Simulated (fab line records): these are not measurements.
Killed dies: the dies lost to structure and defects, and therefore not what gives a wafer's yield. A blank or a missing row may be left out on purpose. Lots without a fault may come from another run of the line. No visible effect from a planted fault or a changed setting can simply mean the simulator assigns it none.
fab line records | flow n5-finfet | part 2 of 2: steps 20 to 28 of 28
record: lots: 5 wafers: 15 last-day: 15
route steps=1938 shown PMOS_HMC_CHANNEL_EPI@70 FIN_SAQP@90
lots untouched by any fault: they come from a run of this same line in which no faults occurred
start-h: hours from the record's first day to the start of the lot's first wafer shown | wait-h: hours elapsed since this lot's preceding step | " repeats the value in the row above | L1.1+2: a row that stands for several wafers | - value missing, or start not given | * or withheld: withheld | < > ~ a bound
route shown NAME@n: names a module that has steps shown in the file, with the first one's number in the route | usual: mean and standard deviation over wafers with no fault | same: alike in all rows | chamber/n: place in a boat | sites: each site's reading | _std_site: the standard deviation of these | _edge_site: inner sites' mean taken away from outer sites' mean | radius-mm: how far each site lies from the wafer's centre | mask NAME#n: copy n | behind: the tool/chamber that last shaped the wafer | hold: cause of the lot's hold/its duration in hours/its outcome | device: which transistor (n, p or np) failed to switch | end of line: the same wafers' tests at the end of the route | a step without rows: its recipe alone | killed: count of dies lost to structure and defects at first sort (not the wafer's yield) | map: a wafer's dies, marking killed ones x, the rest . and places with no die _
set.NAME: the setting the step ran with; set.NAME@STEP: the setting that earlier step ran with | model.NAME: the simulator's own value behind a step, which no gauge read
a table for each step, a row for each wafer; lots at some steps of the route
services: a tool's chamber out of use, with start hour (start-h, from the record's first day; less than 0 if before it), hours out, and reason
== steps ==
step: N5_FIN_SAQP_PRECLEAN_42
recipe: chemistry: O3/DIW time-s: 60 temp-c: 22 o3-ppm: 10
usual: temp-c: 22.00/0.1
columns lot.wafer tool chamber start-h wait-h temp-c
L074.2 wet-bench-01 0 22.01 0.1 21.95
L074.4 " 5 " " 22.03
L074.6 " 4 " " 22.08
L080.3 wet-bench-03 2 59.84 0.0 21.91
L080.5 " 4 " " 21.93
L080.6 " 5 " " 21.81
L083.1 wet-bench-03 0 76.79 0.0 22.07
L083.2 " 3 " " 22.02
L083.6 " 7 " " 22.03
L086.3 wet-bench-01 7 92.45 0.0 21.66
L086.4 " 4 " " 21.96
L086.5 " 2 " " 21.87
L089.1 wet-bench-01 5 110.57 0.0 21.96
L089.5 " 1 " " 21.90
L089.6 " 7 " " 22.15
step: N5_FIN_SAQP_PRECLEAN_00
recipe: chemistry: SC1 time-s: 60 temp-c: 55 mix: 1:2:50
usual: temp-c: 55.02/0.12
columns lot.wafer tool chamber start-h wait-h temp-c
L074.2 wet-bench-01 0 22.03 0.0 54.95
L074.4 " 5 " " 54.84
L074.6 " 4 " " 55.00
L080.3 wet-bench-03 2 59.86 0.0 54.96
L080.5 " 4 " " 54.96
L080.6 " 5 " " 55.15
L083.1 wet-bench-03 0 76.81 0.0 55.05
L083.2 " 3 " " 54.85
L083.6 " 7 " " 54.99
L086.3 wet-bench-01 7 92.47 0.0 55.04
L086.4 " 4 " " 55.19
L086.5 " 2 " " 55.00
L089.1 wet-bench-01 5 110.59 0.0 55.12
L089.5 " 1 " " 54.95
L089.6 " 7 " " 54.91
step: N5_FIN_SAQP_PRECLEAN_44
recipe: chemistry: SC2 time-s: 45 temp-c: 35 mix: 1:1:50
usual: temp-c: 34.99/0.099
columns lot.wafer tool chamber start-h wait-h temp-c
L074.2 wet-bench-01 0 22.04 0.0 35.13
L074.4 " 5 " " 35.00
L074.6 " 4 " " 35.06
L080.3 wet-bench-03 2 59.88 0.0 34.85
L080.5 " 4 " " 34.86
L080.6 " 5 " " 34.94
L083.1 wet-bench-03 0 76.82 0.0 35.09
L083.2 " 3 " " 34.99
L083.6 " 7 " " 35.02
L086.3 wet-bench-01 7 92.49 0.0 35.18
L086.4 " 4 " " 35.00
L086.5 " 2 " " 34.99
L089.1 wet-bench-01 5 110.61 0.0 34.98
L089.5 " 1 " " 35.11
L089.6 " 7 " " 34.95
step: N5_FIN_SAQP_SRD_01
recipe: dry: ipa-marangoni time-s: 30 temp-c: 23 rinse-liquid: diw
usual: temp-c: 23.01/0.1
columns lot.wafer tool chamber start-h wait-h temp-c
L074.2 wet-bench-01 0 22.06 0.0 23.02
L074.4 " 5 " " 23.14
L074.6 " 4 " " 23.11
L080.3 wet-bench-03 2 59.89 0.0 23.10
L080.5 " 4 " " 22.82
L080.6 " 5 " " 22.94
L083.1 wet-bench-03 0 76.84 0.0 23.02
L083.2 " 3 " " 23.15
L083.6 " 7 " " 23.05
L086.3 wet-bench-01 7 92.50 0.0 23.06
L086.4 " 4 " " 23.09
L086.5 " 2 " " 23.12
L089.1 wet-bench-01 5 110.62 0.0 23.22
L089.5 " 1 " " 22.97
L089.6 " 7 " " 23.16
step: N5_FIN_SAQP_ALD_61
recipe: material: SiO2 target-thk-a: 40 temp-c: 300 ald-precursor-family: BDEAS ald-co-reactant: O2-plasma pulse-time-s: 1 purge-time-s: 2 co-reactant-purge-time-s: 2 ald-cycles: 43 pressure-torr: 2
usual: heater-power-w: 487/50 precursor-pulse-height-rel: 1.001/0.019 susceptor-temp-C: 299.99/0.19
same: co-reactant-purge-time-s: 2
columns lot.wafer tool chamber start-h wait-h heater-power-w precursor-pulse-height-rel susceptor-temp-C
L074.2 ald-sin-01 0 22.10 0.0 426 1.002 300.06
L074.4 " 2 " " 450 1.010 300.16
L074.6 " 0 " " 416 0.965 299.88
L080.3 ald-sin-03 0 59.94 0.0 506 0.962 299.88
L080.5 " 2 " " 454 0.957 300.01
L080.6 " 1 " " 583 1.005 300.11
L083.1 ald-sin-04 3 76.88 0.0 439 0.996 299.90
L083.2 " 0 " " 532 1.002 300.22
L083.6 " 0 " " 526 0.985 299.88
L086.3 ald-sin-04 2 94.54 2.0 490 1.007 300.01
L086.4 " 3 " " 441 0.998 299.78
L086.5 " 2 " " 490 1.017 299.93
L089.1 ald-sin-04 3 111.62 1.0 445 1.024 300.06
L089.5 " 2 " " 479 1.001 300.02
L089.6 " 1 " " 445 1.009 300.21
step: N5_FIN_SAQP_DENSIFY_62
recipe: temp-c: 700 time-s: 60 ambient: N2 idle-temp-c: 600 ramp-up-c-per-s: 150 ramp-down-c-per-s: 60 cool-to-c: 600
usual: lamp-power-pct: 9.85/0.057 wafer_temp_C_max: 703.3/0.6
columns lot.wafer tool chamber start-h wait-h lamp-power-pct wafer_temp_C_max
L074.2 rtp-anneal-02 0 22.34 0.1 9.90 704.3
L074.4 " 0 " " 9.83 702.2
L074.6 " 0 " " 9.88 702.8
L080.3 rtp-anneal-02 0 60.25 0.2 9.91 702.8
L080.5 " 0 " " 9.82 703.8
L080.6 " 0 " " 9.88 703.8
L083.1 rtp-anneal-01 0 77.08 0.1 9.84 702.9
L083.2 " 0 " " 9.96 702.6
L083.6 " 0 " " 9.76 703.2
L086.3 rtp-anneal-02 0 94.80 0.2 9.77 704.0
L086.4 " 0 " " 9.80 703.3
L086.5 " 0 " " 9.79 703.0
L089.1 rtp-anneal-02 0 111.90 0.2 9.77 703.3
L089.5 " 0 " " 9.93 703.3
L089.6 " 0 " " 9.84 702.6
step: N5_FIN_SAQP_HM_DEP_03
recipe: material: SiNx target-thk-a: 380 temp-c: 400 precursor: SiH4/NH3/N2 pressure-torr: 1.5 rf-w: 300 time-s: 33.6
usual: heater-power-w: 698/82 showerhead-plenum-p-Torr: 5.13/0.075 susceptor-temp-C: 399.99/0.25 throttle-valve-pct: 40/3.2
columns lot.wafer tool chamber start-h wait-h heater-power-w showerhead-plenum-p-Torr susceptor-temp-C throttle-valve-pct
L074.2 pecvd-02 1 22.52 0.2 685 5.05 399.59 40
L074.4 " 1 " " 709 5.06 399.76 40
L074.6 " 2 " " 662 5.10 400.13 37
L080.3 pecvd-04 1 60.40 0.1 609 5.20 399.81 45
L080.5 " 1 " " 602 5.20 399.92 45
L080.6 " 0 " " 594 5.19 400.22 42
L083.1 pecvd-01 1 77.30 0.2 794 5.26 399.95 45
L083.2 " 2 " " 902 5.20 400.41 36
L083.6 " 2 " " 927 5.19 400.14 36
L086.3 pecvd-02 2 94.95 0.1 735 5.11 400.03 37
L086.4 " 2 " " 749 5.10 400.07 37
L086.5 " 1 " " 630 5.03 399.96 40
L089.1 pecvd-02 2 112.11 0.2 713 5.11 399.99 37
L089.5 " 2 " " 731 5.12 399.92 37
L089.6 " 1 " " 604 5.06 400.49 40
step: N5_FIN_SAQP_THK_MEAS_05
usual: thk-nm: 37.9/0.53
columns lot.wafer tool chamber start-h wait-h thk-nm
L074.2 film-metro-01 - 22.61 0.1 37.4
L074.4 " - " " 38.1
L074.6 " - " " 38.1
L080.3 film-metro-02 - 60.49 0.1 38.1
L080.5 " - " " 38.5
L080.6 " - " " 38.1
L083.1 film-metro-02 - 77.39 0.1 37.8
L083.2 " - " " 38.2
L083.6 " - " " 38.5
L086.3 film-metro-02 - 95.04 0.1 37.8
L086.4 " - " " 38.3
L086.5 " - " " 37.6
L089.1 film-metro-01 - 112.20 0.1 38.4
L089.5 " - " " 39.0
L089.6 " - " " 38.4
step: N5_FIN_SAQP_PECVD_47
recipe: material: a-Si target-thk-a: 450 temp-c: 400 precursor: SiH4/He pressure-torr: 3 rf-w: 100 time-s: 36.3
usual: heater-power-w: 772/84 showerhead-plenum-p-Torr: 5.67/0.053 susceptor-temp-C: 400.05/0.21 throttle-valve-pct: 18.4/1.5
columns lot.wafer tool chamber start-h wait-h heater-power-w showerhead-plenum-p-Torr susceptor-temp-C throttle-valve-pct
L074.2 pecvd-04 1 22.64 0.0 697 5.70 399.90 20.5
L074.4 " 0 " " 701 5.71 400.00 19.0
L074.6 " 1 " " 699 5.71 399.81 20.3
L080.3 pecvd-02 1 60.52 0.0 777 5.61 399.95 18.1
L080.5 " 0 " " 743 5.61 400.36 19.1
L080.6 " 1 " " 773 5.61 399.65 18.2
L083.1 pecvd-02 0 77.42 0.0 703 5.61 400.21 18.9
L083.2 " 2 " " 770 5.64 399.80 16.7
L083.6 " 1 " " 771 5.60 399.80 18.1
L086.3 pecvd-01 1 95.08 0.0 837 5.74 399.86 20.2
L086.4 " 2 " " 976 5.68 400.25 16.9
L086.5 " 1 " " 805 5.74 399.72 20.5
L089.1 pecvd-04 0 112.25 0.1 759 5.71 400.02 19.2
L089.5 " 0 " " 765 5.70 399.90 19.1
L089.6 " 1 " " 661 5.71 400.00 20.4
== services ==
columns tool chamber start-h hours kind
epi-rpcvd-04 - -2.88 8.1 pm
ald-sin-04 0 3.00 7.0 repair
ald-sin-03 - 3.19 2.8 pm
epi-rpcvd-04 - 9.07 2.8 pm
rie-diel-06 0 9.40 4.7 repair
cmp-04 - 19.04 1.9 repair
rie-si-04 - 27.12 1.9 repair
epi-rpcvd-01 - 27.43 2.8 pm
wet-bench-02 - 30.46 1.9 pm
cmp-01 - 32.36 4.0 pm
cmp-03 - 44.72 1.4 repair
rie-diel-06 3 47.88 80.0 repair
rie-diel-05 2 66.22 4.1 repair
rie-diel-05 3 69.08 10.3 repair
cmp-01 - 72.91 0.5 repair
rie-diel-02 2 73.77 20.4 repair
wet-bench-04 - 79.96 1.3 repair
rie-diel-06 0 86.29 11.1 repair
pecvd-01 - 88.20 2.8 pm
epi-rpcvd-01 - 94.02 0.6 repair
rie-diel-02 - 100.63 0.2 repair
pecvd-01 1 101.06 6.6 repair
pecvd-01 - 106.98 0.8 pm
rie-si-06 1 109.79 22.4 repair
